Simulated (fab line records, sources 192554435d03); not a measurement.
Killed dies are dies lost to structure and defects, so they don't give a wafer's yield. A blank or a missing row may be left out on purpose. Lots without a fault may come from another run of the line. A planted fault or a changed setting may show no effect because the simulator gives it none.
Chamber matching | flow n5_finfet | N5_BEOL_M7_CMP_52 on cmp-03: 4 sister chambers
The step polishes, stops on SiCOH lowk, t overpolish 6.9 s, target thk 80 nm. 4 wafers are shown with their chamber, then 11 later ones without.

WAFERS WITH THEIR CHAMBER
wafer  | chamber | motor_current_A (A)
L082.5 | 0       | 5.6
L085.1 | 3       | 6.4
L085.3 | 2       | 6.2
L088.1 | 1       | 5.9

WAFERS WITHOUT THEIR CHAMBER
wafer  | motor_current_A (A)
L088.2 | 6.1
L088.4 | 5.6
L091.3 | 5.9
L091.5 | 6.0
L091.6 | 6.1
L090.2 | 6.0
L090.4 | 5.6
L090.5 | 6.1
L095.3 | 5.5
L095.5 | 5.6
L095.6 | 5.7

WHICH CHAMBER EACH WENT THROUGH
wafer  | from the rows above     | in truth
L088.2 | can't be placed: 2 or 1 | 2
L088.4 | 0                       | 0
L091.3 | 1                       | 1
L091.5 | can't be placed: 1 or 2 | 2
L091.6 | can't be placed: 2 or 1 | 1
L090.2 | can't be placed: 1 or 2 | 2
L090.4 | 0                       | 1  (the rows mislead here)
L090.5 | can't be placed: 2 or 1 | 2
L095.3 | 0                       | 0
L095.5 | 0                       | 0
L095.6 | can't be placed: 0 or 1 | 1
Placed correctly: 4 of 11. Can't be placed from these rows: 6 (the true chamber is among the candidates in 6). Placed wrongly: 1.
How it was worked out, from the rows above alone: a wafer's distance from a chamber is the root of the sum, over the readings, of the square of ((its reading less the chamber's mean) divided by the reading's scatter). The wafer belongs to the nearest chamber; if the next one is less than 2 further off, it can't be placed. A chamber's mean is the mean of its shown wafers. The scatter: with one shown wafer a chamber, the root of the mean of the squares of how far each hidden wafer lies from its nearest shown one.
